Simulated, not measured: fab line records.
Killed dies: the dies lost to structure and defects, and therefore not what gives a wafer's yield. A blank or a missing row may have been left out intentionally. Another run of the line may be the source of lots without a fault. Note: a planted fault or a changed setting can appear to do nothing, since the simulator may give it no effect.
fab line records	flow n5_finfet
[record] lots = 7	wafers = 21
route steps=1938 shown BEOL_M13@1681 BEOL_M14@1742 BEOL_M15@1801 MIM_BOT_LITHO@1858 MIM_BOT_ETCH@1866 PASSIVATION@1929
start_h: hours from the record's opening day to when the first of the lot's shown wafers began	wait_h: hours from the lot's prior step to this one	" same as the row above	L1.1+2: a single row standing in for several wafers	- no value, or no start was given	* or withheld: withheld	< > ~ a bound
route shown NAME@n: NAME is a module with steps in the file, n the number in the route of the first one	usual: mean and standard deviation over wafers with no fault	same: alike in all rows	chamber/n: place in a boat	sites: per-site readings	_std_site: the standard deviation of these	_edge_site: outer sites' mean less inner sites'	radius_mm: for every site, how far away it sits from the centre of the wafer	mask NAME#n: copy n	behind: the tool/chamber that last shaped the wafer	hold: reason for holding the lot/hours on hold/outcome of the hold	device: transistor that didn't switch, given as n, p or np	end of line: the tests these same wafers got at the end of their route	for a step that has no rows: nothing shown but its recipe	killed: at the first sort, the dies lost to defects and structure; wafer yield is something else	map: per-die view of a wafer (x killed, . not killed, _ where there is no die)
set.NAME: the setting as run; set.NAME@STEP: as run at that earlier step	model.NAME: the simulator's own value behind a step, which no gauge read
lots where settings were altered on purpose, with a table for each step and a row for each wafer
[[steps]]
[step N5_BEOL_M13_COAT_66]
[recipe] resist = SiARC	temp_c = 220	time_s = 60	spin_rpm = 1500	resist_thk_nm = 110
lot.wafer	tool	chamber	start_h	wait_h	set.spin_rpm	model.SiARC_of_BEOL_M13_COAT_66.thk_nm
L074.1	litho_track-02	0	-	-	1500	109.6
L074.2	"	0	"	"	1500	109.8
L074.5	"	0	"	"	1500	110
L079.3	litho_track-05	0	-	-	1432	113
L079.4	"	0	"	"	1432	112.8
L079.5	"	0	"	"	1500	110.2
L081.1	litho_track-03	0	-	-	1431	112.6
L081.2	"	0	"	"	1500	110.2
L081.3	"	0	"	"	1431	112.4
L080.3	litho_track-02	0	-	-	1500	110.6
L080.5+6	"	0	"	"	1338	116.8
L089.1+6	litho_track-02	0	-	-	1500	110
L089.2	"	0	"	"	1611	105.8
L092.2	litho_track-05	0	-	-	1500	109.4
L092.4	"	0	"	"	1431	112
L092.5	"	0	"	"	1431	112.4
L094.1	litho_track-02	0	-	-	1500	110.6
L094.3	"	0	"	"	1500	110.4
L094.6	"	0	"	"	1354	116.2
[step N5_BEOL_M13_COAT_22]
[recipe] spin_rpm = 2888	resist_thk_nm = 300
[step N5_BEOL_M13_EBR_24]
[recipe] solvent = PGMEA	ebr_width_mm = 1.5
[step N5_BEOL_M13_DESCUM_33]
[recipe] chemistry = O2	time_s = 7.9	source_power_w = 50	bias_power_w = 20	pressure_mtorr = 20	rf_frequency_hz = 2.712e+07	temp_c = 40	o2_flow_sccm = 225
[step N5_BEOL_M13_ETCH_67]
[recipe] chemistry = CF4	target = SiARC	target_depth_a = 1430	time_s = 238.3	ion_energy_ev = 80	pressure_mtorr = 40	source_w = 545	bias_w = 36	Ar_flow_sccm = 100	cf4_flow_sccm = 100	ends = cleared
lot.wafer	tool	chamber	start_h	wait_h	set.spin_rpm@BEOL_M13_COAT_66	model.etch.depth_nm	model.coat_of_BEOL_M13_COAT_22.thk_nm
L074.1	rie_diel-02	2	347.29	0.0	1500	109.6	210.2
L074.2	"	0	"	"	1500	109.7	209
L074.5	"	1	"	"	1500	109.9	210.4
L079.3	rie_diel-02	2	365.85	0.0	1432	113	209.8
L079.4	"	2	"	"	1432	112.7	209.6
L079.5	"	3	"	"	1500	110.3	211.6
L081.1	rie_diel-03	3	372.13	0.0	1431	112.6	210.4
L081.2	"	0	"	"	1500	110.2	212
L081.3	"	1	"	"	1431	112.3	211.2
L080.3	rie_diel-06	2	383.02	0.0	1500	110.6	210.8
L080.5	"	0	"	"	1338	116.9	207
L080.6	"	3	"	"	1338	116.8	206.2
L089.1+6	rie_diel-03	1,3	416.71	0.0	1500	110	212.6
L089.2	"	0	"	"	1611	105.8	215.4
L092.2	rie_diel-02	2	428.41	0.0	1500	109.3	211.4
L092.4	"	1	"	"	1431	111.9	209
L092.5	"	0	"	"	1431	112.3	209.2
L094.1	rie_diel-06	2	452.03	0.0	1500	110.7	212.2
L094.3	"	3	"	"	1500	110.5	212.2
L094.6	"	1	"	"	1354	116.2	208
[step N5_BEOL_M13_ETCH_68]
[recipe] chemistry = N2/H2	target = SOC	mask_material = SiARC	source_w = 3000	bias_w = 350	temp_c = 40	time_s = 355	ion_energy_ev = 200	pressure_mtorr = 30	n2_flow_sccm = 200	h2_flow_sccm = 200
lot.wafer	tool	chamber	start_h	wait_h	set.spin_rpm@BEOL_M13_COAT_66	model.SiARC_of_BEOL_M13_COAT_66.thk_nm
L074.1	rie_diel-02	2	347.44	0.1	1500	77
L074.2	"	0	"	"	1500	76.6
L074.5	"	1	"	"	1500	77.4
L079.3+4	rie_diel-02	2	366.00	0.1	1432	80.4
L079.5	"	3	"	"	1500	78.2
L081.1	rie_diel-03	3	372.27	0.1	1431	81.2
L081.2	"	0	"	"	1500	76.4
L081.3	"	1	"	"	1431	80
L080.3	rie_diel-06	2	383.17	0.1	1500	78.8
L080.5	"	0	"	"	1338	83.2
L080.6	"	3	"	"	1338	84
L089.1	rie_diel-03	1	416.86	0.1	1500	78
L089.2	"	0	"	"	1611	72.2
L089.6	"	3	"	"	1500	78.4
L092.2	rie_diel-02	2	428.56	0.1	1500	76.2
L092.4	"	1	"	"	1431	80
L092.5	"	0	"	"	1431	79.6
L094.1	rie_diel-06	2	452.17	0.1	1500	78.8
L094.3	"	3	"	"	1500	77.4
L094.6	"	1	"	"	1354	84
[step N5_BEOL_M14_EXPOSE_25]
[recipe] mask_id = M14	na = 0.8	source_shape = annular	sigma_inner = 0.5	sigma_outer = 0.8	polarization = unpolarized	target_cd_nm = 280	dose_mj = 26.6
lot.wafer	tool	chamber	start_h	wait_h	mask	set.dose_mj
L074.1+2+5	krf_scanner-01	0	351.66	-	M14#0	26.6
L079.3+5	krf_scanner-01	0	376.36	-	M14#0	26.6
L079.4	"	0	"	"	M14#0	25.56
L081.1	krf_scanner-02	0	376.96	-	M14#0	26.6
L081.2+3	"	0	"	"	M14#0	28.54
L080.3	krf_scanner-02	0	388.19	-	M14#0	26.6
L080.5+6	"	0	"	"	M14#0	27.39
L089.1+6	krf_scanner-02	0	421.64	-	M14#0	25.35
L089.2	"	0	"	"	M14#0	26.6
L092.2+4	krf_scanner-01	0	432.84	-	M14#0	26.6
L092.5	"	0	"	"	M14#0	25.21
L094.1+6	krf_scanner-01	0	458.56	-	M14#0	27.23
L094.3	"	0	"	"	M14#0	26.6
[step N5_BEOL_M14_DEVELOP_27]
[recipe] develop_time_s = 45	rinse_liquid = diw	dry = air_spin	dev_temp_c = 21
lot.wafer	tool	chamber	start_h	wait_h	set.develop_time_s
L074.1+2+5	litho_track-03	0	-	-	45
L079.3	litho_track-04	0	-	-	41.32
L079.4+5	"	0	"	"	45
L081.1	litho_track-01	0	-	-	45
L081.2+3	"	0	"	"	49.73
L080.3+6	litho_track-01	0	-	-	51.18
L080.5	"	0	"	"	45
L089.1	litho_track-04	0	-	-	41.92
L089.2+6	"	0	"	"	45
L092.2+5	litho_track-04	0	-	-	45
L092.4	"	0	"	"	53.35
L094.1+3+6	litho_track-03	0	-	-	45
[step N5_BEOL_M14_HARDBAKE_32]
[recipe] temp_c = 130	time_s = 120
[step N5_BEOL_M14_CD_MEAS_28]
[recipe] target_cd_nm = 284.4	landing_energy_ev = 500	detector = se_inlens
[usual] cd_nm = 283.0/2.2
lot.wafer	tool	chamber	start_h	wait_h	set.dose_mj@BEOL_M14_EXPOSE_25	cd_nm
L074.1	cd_sem-02	0	351.83	-	26.6	282.0
L074.2	"	0	"	"	26.6	284.0
L074.5	"	0	"	"	26.6	282.9
L079.3	cd_sem-02	0	376.52	-	26.6	283.2
L079.4	"	0	"	"	25.56	277.0
L079.5	"	0	"	"	26.6	282.1
L081.1	cd_sem-02	0	377.13	-	26.6	286.8
L081.2	"	0	"	"	28.54	297.8
L081.3	"	0	"	"	28.54	301.9
L080.3	cd_sem-02	0	388.35	-	26.6	285.7
L080.5	"	0	"	"	27.39	289.1
L080.6	"	0	"	"	27.39	288.5
L089.1	cd_sem-02	0	421.81	-	25.35	275.1
L089.2	"	0	"	"	26.6	283.2
L089.6	"	0	"	"	25.35	277.5
L092.2	cd_sem-02	0	433.01	-	26.6	282.1
L092.4	"	0	"	"	26.6	282.6
L092.5	"	0	"	"	25.21	272.8
L094.1	cd_sem-01	0	458.73	-	27.23	285.1
L094.3	"	0	"	"	26.6	282.5
L094.6	"	0	"	"	27.23	287.2
[step N5_BEOL_M14_DESCUM_33]
[recipe] chemistry = O2	time_s = 7.9	source_power_w = 50	bias_power_w = 20	pressure_mtorr = 20	rf_frequency_hz = 2.712e+07	temp_c = 40	o2_flow_sccm = 225
lot.wafer	tool	chamber	start_h	wait_h	set.dose_mj@BEOL_M14_EXPOSE_25	model.BEOL_M14.cd_nm
L074.1	rie_diel-05	1	351.92	0.0	26.6	281.8
L074.2	"	0	"	"	26.6	284.2
L074.5	"	1	"	"	26.6	283
L079.3	rie_diel-01	0	376.61	0.0	26.6	283.4
L079.4	"	0	"	"	25.56	276.8
L079.5	"	1	"	"	26.6	281.6
L081.1	rie_diel-05	2	377.22	0.0	26.6	286.8
L081.2	"	1	"	"	28.54	297.4
L081.3	"	3	"	"	28.54	301.8
L080.3	rie_diel-04	1	388.44	0.0	26.6	285.6
L080.5	"	2	"	"	27.39	289
L080.6	"	3	"	"	27.39	288.4
L089.1	rie_diel-01	2	421.93	0.1	25.35	275
L089.2	"	0	"	"	26.6	283.8
L089.6	"	2	"	"	25.35	277.6
L092.2	rie_diel-04	3	433.39	0.3	26.6	282.4
L092.4	"	2	"	"	26.6	283
L092.5	"	2	"	"	25.21	272.8
L094.1	rie_diel-04	0	458.91	0.1	27.23	285
L094.3	"	3	"	"	26.6	282.4
L094.6	"	2	"	"	27.23	287
[step N5_BEOL_M14_ETCH_67]
[recipe] chemistry = CF4	target = SiARC	target_depth_a = 1430	time_s = 238.3	ion_energy_ev = 80	pressure_mtorr = 40	source_w = 545	bias_w = 36	Ar_flow_sccm = 100	cf4_flow_sccm = 100	ends = cleared
[step N5_BEOL_M14_ETCH_68]
[recipe] chemistry = N2/H2	target = SOC	mask_material = SiARC	source_w = 3000	bias_w = 350	temp_c = 40	time_s = 450	ion_energy_ev = 200	pressure_mtorr = 30	n2_flow_sccm = 200	h2_flow_sccm = 200
lot.wafer	tool	chamber	start_h	wait_h	set.dose_mj@BEOL_M14_EXPOSE_25	model.BEOL_M14.cd_nm
L074.1	rie_diel-05	1	352.10	0.1	26.6	279
L074.2	"	0	"	"	26.6	279.4
L074.5	"	1	"	"	26.6	279.6
L079.3	rie_diel-01	0	376.79	0.1	26.6	276.2
L079.4	"	0	"	"	25.56	268.6
L079.5	"	1	"	"	26.6	279.2
L081.1	rie_diel-05	2	377.40	0.1	26.6	280.4
L081.2	"	1	"	"	28.54	295.2
L081.3	"	3	"	"	28.54	298
L080.3	rie_diel-04	1	388.62	0.1	26.6	277.6
L080.5	"	2	"	"	27.39	281.6
L080.6	"	3	"	"	27.39	281
L089.1	rie_diel-01	2	422.11	0.1	25.35	271.6
L089.2	"	0	"	"	26.6	277.2
L089.6	"	2	"	"	25.35	274
L092.2	rie_diel-04	3	433.57	0.1	26.6	278.8
L092.4	"	2	"	"	26.6	277.4
L092.5	"	2	"	"	25.21	268.8
L094.1	rie_diel-04	0	459.09	0.1	27.23	280.6
L094.3	"	3	"	"	26.6	277
L094.6	"	2	"	"	27.23	282.8
[step N5_BEOL_M15_PEB_26]
[recipe] peb_temp_c = 130	peb_time_s = 90
lot.wafer	tool	chamber	start_h	wait_h	set.peb_temp_c
L074.1+2+5	litho_track-05	0	362.54	0.1	130
L079.3	litho_track-01	0	386.36	0.0	130
L079.4+5	"	0	"	"	131
L081.1+2	litho_track-02	0	387.33	0.1	126.5
L081.3	"	0	"	"	130
L080.3+5	litho_track-01	0	394.97	0.0	133
L080.6	"	0	"	"	130
L089.1+2	litho_track-02	0	428.89	0.1	131
L089.6	"	0	"	"	130
L092.2	litho_track-01	0	439.41	0.0	130
L092.4+5	"	0	"	"	128.8
L094.1+6	litho_track-01	0	464.46	0.1	133.4
L094.3	"	0	"	"	130
[step N5_BEOL_M15_DEVELOP_27]
[recipe] develop_time_s = 45	rinse_liquid = diw	dry = air_spin	dev_temp_c = 21
[step N5_BEOL_M15_HARDBAKE_32]
[recipe] temp_c = 130	time_s = 120
[step N5_BEOL_M15_CD_MEAS_28]
[recipe] target_cd_nm = 407.6	landing_energy_ev = 500	detector = se_inlens
[usual] cd_nm = 408.1/2.5
lot.wafer	tool	chamber	start_h	wait_h	set.peb_temp_c@BEOL_M15_PEB_26	cd_nm
L074.1	cd_sem-01	0	362.65	-	130	410.8
L074.2	"	0	"	"	130	411.4
L074.5	"	0	"	"	130	412.5
L079.3	cd_sem-03	0	386.47	-	130	405.3
L079.4	"	0	"	"	131	411.5
L079.5	"	0	"	"	131	412.8
L081.1	cd_sem-02	0	387.45	-	126.5	388.1
L081.2	"	0	"	"	126.5	388.1
L081.3	"	0	"	"	130	404.3
L080.3	cd_sem-02	0	395.08	-	133	421.7
L080.5	"	0	"	"	133	419.9
L080.6	"	0	"	"	130	404.0
L089.1	cd_sem-02	0	429.00	-	131	410.3
L089.2	"	0	"	"	131	414.0
L089.6	"	0	"	"	130	409.6
L092.2	cd_sem-01	0	439.53	-	130	407.6
L092.4	"	0	"	"	128.8	398.9
L092.5	"	0	"	"	128.8	404.0
L094.1	cd_sem-03	0	464.57	-	133.4	419.3
L094.3	"	0	"	"	130	407.2
L094.6	"	0	"	"	133.4	421.9
[step N5_BEOL_M15_DESCUM_33]
[recipe] chemistry = O2	time_s = 7.9	source_power_w = 50	bias_power_w = 20	pressure_mtorr = 20	rf_frequency_hz = 2.712e+07	temp_c = 40	o2_flow_sccm = 225
lot.wafer	tool	chamber	start_h	wait_h	set.peb_temp_c@BEOL_M15_PEB_26	model.BEOL_M15.cd_nm
L074.1	rie_diel-03	3	362.74	0.0	130	410.4
L074.2	"	0	"	"	130	411.2
L074.5	"	0	"	"	130	412.6
L079.3	rie_diel-03	0	386.56	0.0	130	405.4
L079.4	"	1	"	"	131	411.6
L079.5	"	0	"	"	131	412.6
L081.1+2	rie_diel-02	1,3	387.54	0.0	126.5	388.2
L081.3	"	0	"	"	130	404.4
L080.3	rie_diel-02	0	395.86	0.7	133	421.8
L080.5	"	1	"	"	133	419.8
L080.6	"	0	"	"	130	404
L089.1	rie_diel-02	0	429.49	0.4	131	410.2
L089.2	"	2	"	"	131	414.2
L089.6	"	2	"	"	130	409.8
L092.2	rie_diel-03	0	439.62	0.0	130	407.8
L092.4	"	1	"	"	128.8	399
L092.5	"	2	"	"	128.8	404
L094.1	rie_diel-02	2	464.66	0.0	133.4	419
L094.3	"	0	"	"	130	407.4
L094.6	"	0	"	"	133.4	422.2
[step N5_BEOL_M15_ETCH_61]
[recipe] chemistry = N2/H2	target = BARC	target_depth_a = 890	overetch_a = 267	time_s = 67.9	ion_energy_ev = 200	pressure_mtorr = 30	source_w = 840	bias_w = 150	n2_flow_sccm = 200	h2_flow_sccm = 200
lot.wafer	tool	chamber	start_h	wait_h	set.peb_temp_c@BEOL_M15_PEB_26	model.BEOL_M15.cd_nm
L074.1	rie_diel-03	3	362.77	0.0	130	402.6
L074.2	"	0	"	"	130	403.2
L074.5	"	0	"	"	130	404.4
L079.3	rie_diel-03	0	386.59	0.0	130	397.2
L079.4	"	1	"	"	131	404.2
L079.5	"	0	"	"	131	404.4
L081.1	rie_diel-02	1	387.58	0.0	126.5	382.4
L081.2	"	3	"	"	126.5	379.8
L081.3	"	0	"	"	130	399.2
L080.3	rie_diel-02	0	395.90	0.0	133	416.6
L080.5	"	1	"	"	133	413.6
L080.6	"	0	"	"	130	399.2
L089.1	rie_diel-02	0	429.52	0.0	131	404.2
L089.2	"	2	"	"	131	406
L089.6	"	2	"	"	130	401.4
L092.2	rie_diel-03	0	439.65	0.0	130	400.4
L092.4	"	1	"	"	128.8	392.2
L092.5	"	2	"	"	128.8	394.8
L094.1	rie_diel-02	2	464.70	0.0	133.4	411.4
L094.3	"	0	"	"	130	401.2
L094.6	"	0	"	"	133.4	416.8
[step N5_BEOL_M15_TRENCH_ETCH_34]
[recipe] chemistry = C4F8/O2/Ar	target = SiO2	target_depth_a = 8729.3	he_inner_torr = 15	he_outer_torr = 30	time_s = 199	ion_energy_ev = 800	pressure_mtorr = 20	source_w = 1905	bias_w = 2040	Ar_flow_sccm = 400	C4F8_flow_sccm = 16	O2_flow_sccm = 12
lot.wafer	tool	chamber	start_h	wait_h	set.bias_w	set.peb_temp_c@BEOL_M15_PEB_26	model.BEOL_M15.cd_nm
L074.1	rie_diel-03	3	362.83	0.0	2040	130	402.8
L074.2	"	0	"	"	2040	130	404.6
L074.5	"	0	"	"	2040	130	405.8
L079.3	rie_diel-03	0	386.64	0.0	2040	130	398.8
L079.4	"	1	"	"	2194	131	404.8
L079.5	"	0	"	"	2040	131	405.8
L081.1	rie_diel-02	1	387.63	0.0	2040	126.5	382.2
L081.2	"	3	"	"	2040	126.5	379.2
L081.3	"	0	"	"	1926	130	397.8
L080.3	rie_diel-02	0	395.95	0.0	2040	133	415
L080.5	"	1	"	"	1797	133	413.4
L080.6	"	0	"	"	2040	130	397.4
L089.1	rie_diel-02	0	429.57	0.0	1703	131	402.6
L089.2	"	2	"	"	2040	131	406.4
L089.6	"	2	"	"	1703	130	401.8
L092.2	rie_diel-03	0	439.70	0.0	2040	130	400.8
L092.4	"	1	"	"	1885	128.8	392.2
L092.5	"	2	"	"	1885	128.8	394.8
L094.1	rie_diel-02	2	464.75	0.0	1927	133.4	412.2
L094.3	"	0	"	"	1927	130	400.4
L094.6	"	0	"	"	1927	133.4	415.8
[step N5_MIM_BOT_LITHO_EXPOSE_05]
[recipe] mask_id = MIM_BOT	na = 0.55	source_shape = conventional	sigma_outer = 0.8	polarization = unpolarized	dose_mj = 24.25
lot.wafer	tool	chamber	start_h	wait_h	mask	set.dose_mj
L074.1+2+5	krf_scanner-02	0	373.55	-	MIM_BOT#0	24.25
L079.3+5	krf_scanner-01	0	393.98	-	MIM_BOT#0	22.71
L079.4	"	0	"	"	MIM_BOT#0	24.25
L081.1	krf_scanner-01	0	397.67	-	MIM_BOT#0	25.36
L081.2+3	"	0	"	"	MIM_BOT#0	24.25
L080.3+5+6	krf_scanner-02	0	403.49	-	MIM_BOT#0	25.2
L089.1+2	krf_scanner-01	0	438.91	-	MIM_BOT#0	25.21
L089.6	"	0	"	"	MIM_BOT#0	24.25
L092.2+4+5	krf_scanner-02	0	451.42	-	MIM_BOT#0	24.25
L094.1+3	krf_scanner-01	0	473.37	-	MIM_BOT#0	24.25
L094.6	"	0	"	"	MIM_BOT#0	22.73
[step N5_MIM_BOT_LITHO_PEB_06]
[recipe] peb_temp_c = withheld	peb_time_s = *
[step N5_MIM_BOT_LITHO_DEVELOP_07]
[recipe] develop_time_s = 60	rinse_liquid = diw	dry = air_spin	dev_temp_c = 21
[step N5_MIM_BOT_LITHO_HARDBAKE_09]
[recipe] temp_c = 130	time_s = 120
[step N5_MIM_BOT_LITHO_CD_MEAS_08]
[recipe] target_cd_nm = 3000	landing_energy_ev = 500	detector = se_inlens	polarity = opening
[usual] cd_nm = 3002.4/1.6
lot.wafer	tool	chamber	start_h	wait_h	set.dose_mj@MIM_BOT_LITHO_EXPOSE_05	cd_nm
L074.1	cd_sem-02	0	373.73	-	24.25	3004.5
L074.2	"	0	"	"	24.25	3003.2
L074.5	"	0	"	"	24.25	3001.9
L079.3	cd_sem-01	0	394.15	-	22.71	2989.4
L079.4	"	0	"	"	24.25	3002.5
L079.5	"	0	"	"	22.71	2986.4
L081.1	cd_sem-02	0	397.85	-	25.36	3012.3
L081.2	"	0	"	"	24.25	3004.1
L081.3	"	0	"	"	24.25	3001.8
L080.3	cd_sem-03	0	403.65	-	25.2	3007.8
L080.5	"	0	"	"	25.2	3009.1
L080.6	"	0	"	"	25.2	3011.1
L089.1	cd_sem-02	0	439.09	-	25.21	3008.6
L089.2	"	0	"	"	25.21	3009.3
L089.6	"	0	"	"	24.25	3001.8
L092.2	cd_sem-02	0	451.60	-	24.25	3005.3
L092.4	"	0	"	"	24.25	3001.2
L092.5	"	0	"	"	24.25	3003.7
L094.1	cd_sem-01	0	473.55	-	24.25	3000.6
L094.3	"	0	"	"	24.25	3004.5
L094.6	"	0	"	"	22.73	2992.3
[step N5_MIM_BOT_ETCH_ETCH_04]
[recipe] chemistry = CF4/O2	target = SiNx	target_depth_a = 260	time_s = 13	ion_energy_ev = 100	pressure_mtorr = 40	source_w = 535	bias_w = 49	Ar_flow_sccm = 100	cf4_flow_sccm = 100	O2_flow_sccm = 10
lot.wafer	tool	chamber	start_h	wait_h	set.time_s	model.etch.depth_nm
L074.1	rie_diel-05	0	373.88	0.0	13	26.01
L074.2	"	2	"	"	13	25.08
L074.5	"	1	"	"	13	25.93
L079.3	rie_diel-01	2	394.30	0.0	10.54	21.5
L079.4	"	0	"	"	10.54	20.92
L079.5	"	1	"	"	10.54	21.47
L081.1	rie_diel-04	2	398.00	0.0	11.02	21.95
L081.2	"	0	"	"	13	26.77
L081.3	"	3	"	"	11.02	23.81
L080.3	rie_diel-05	3	403.81	0.0	10.15	20.66
L080.5	"	2	"	"	13	25.45
L080.6	"	1	"	"	13	26.1
L089.1	rie_diel-01	1	439.24	0.0	13	26.17
L089.2	"	2	"	"	13	26.94
L089.6	"	2	"	"	13	27.03
L092.2	rie_diel-05	2	451.75	0.0	13	25.09
L092.4	"	1	"	"	13	25.72
L092.5	"	1	"	"	13	26.06
L094.1	rie_diel-04	3	473.70	0.0	13	27.92
L094.3	"	0	"	"	15.92	33.05
L094.6	"	2	"	"	13	25.81
[step N5_PASSIVATION_PASS_ETCH_47]
[recipe] chemistry = CF4/O2	target = SiNx	target_depth_a = 7700	time_s = 385	ion_energy_ev = 100	pressure_mtorr = 40	source_w = 535	bias_w = 49	Ar_flow_sccm = 100	cf4_flow_sccm = 100	O2_flow_sccm = 10
lot.wafer	tool	chamber	start_h	wait_h	set.time_s	model.etch.depth_nm
L074.1	rie_diel-01	2	381.77	0.0	385	781.1
L074.2	"	0	"	"	385	757.5
L074.5	"	1	"	"	385	772.7
L079.3	rie_diel-05	1	400.33	0.0	385	768.8
L079.4	"	3	"	"	385	782.2
L079.5	"	2	"	"	338.9	662.2
L081.1	rie_diel-05	3	404.82	0.0	385	785.9
L081.2	"	0	"	"	385	787.9
L081.3	"	1	"	"	385	775.7
L080.3	rie_diel-04	1	409.18	0.0	426.2	849.4
L080.5	"	2	"	"	426.2	850.1
L080.6	"	3	"	"	385	834.1
L089.1	rie_diel-04	3	447.37	0.0	385	827.5
L089.2	"	0	"	"	385	804.6
L089.6	"	3	"	"	385	833.4
L092.2	rie_diel-05	0	457.24	0.0	385	777.4
L092.4	"	2	"	"	385	746.3
L092.5	"	2	"	"	440.5	852.7
L094.1	rie_diel-05	1	479.95	0.0	385	768.6
L094.3	"	0	"	"	385	784.5
L094.6	"	3	"	"	385	782.6
[[key]]
[split] step = N5_BEOL_M13_COAT_66	setting = spin_rpm	stated = 1500	by = wafer
[response] step = N5_BEOL_M13_COAT_66	reading = model.SiARC_of_BEOL_M13_COAT_66.thk_nm	change = -0.575	per = 1%	r = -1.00
[response] step = N5_BEOL_M13_ETCH_67	reading = model.etch.depth_nm	change = -0.569	per = 1%	r = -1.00
[response] step = N5_BEOL_M13_ETCH_67	reading = model.coat_of_BEOL_M13_COAT_22.thk_nm	change = +0.4	per = 1%	r = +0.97
[response] step = N5_BEOL_M13_ETCH_68	reading = model.SiARC_of_BEOL_M13_COAT_66.thk_nm	change = -0.606	per = 1%	r = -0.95
[split] step = N5_BEOL_M14_EXPOSE_25	setting = dose_mj	stated = 26.6	by = wafer
[response] step = N5_BEOL_M14_CD_MEAS_28	reading = cd_nm	change = +1.64	per = 1%	r = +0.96
[response] step = N5_BEOL_M14_DESCUM_33	reading = model.BEOL_M14.cd_nm	change = +1.67	per = 1%	r = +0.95
[response] step = N5_BEOL_M14_ETCH_68	reading = model.BEOL_M14.cd_nm	change = +1.85	per = 1%	r = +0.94
[split] step = N5_BEOL_M14_DEVELOP_27	setting = develop_time_s	stated = 45	by = wafer
response none clear
[split] step = N5_BEOL_M15_PEB_26	setting = peb_temp_c	stated = 130	by = wafer
[response] step = N5_BEOL_M15_CD_MEAS_28	reading = cd_nm	change = +6.08	per = 1%	r = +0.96
[response] step = N5_BEOL_M15_DESCUM_33	reading = model.BEOL_M15.cd_nm	change = +6.05	per = 1%	r = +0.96
[response] step = N5_BEOL_M15_ETCH_61	reading = model.BEOL_M15.cd_nm	change = +6.24	per = 1%	r = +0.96
[response] step = N5_BEOL_M15_TRENCH_ETCH_34	reading = model.BEOL_M15.cd_nm	change = +6.26	per = 1%	r = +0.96
[split] step = N5_BEOL_M15_TRENCH_ETCH_34	setting = bias_w	stated = 2040	by = wafer
response none clear
[split] step = N5_MIM_BOT_LITHO_EXPOSE_05	setting = dose_mj	stated = 24.25	by = wafer
[response] step = N5_MIM_BOT_LITHO_CD_MEAS_08	reading = cd_nm	change = +1.96	per = 1%	r = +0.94
[split] step = N5_MIM_BOT_ETCH_ETCH_04	setting = time_s	stated = 13	by = wafer
[response] step = N5_MIM_BOT_ETCH_ETCH_04	reading = model.etch.depth_nm	change = +0.255	per = 1%	r = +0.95
[split] step = N5_PASSIVATION_PASS_ETCH_47	setting = time_s	stated = 385	by = wafer
[response] step = N5_PASSIVATION_PASS_ETCH_47	reading = model.etch.depth_nm	change = +6.09	per = 1%	r = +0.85
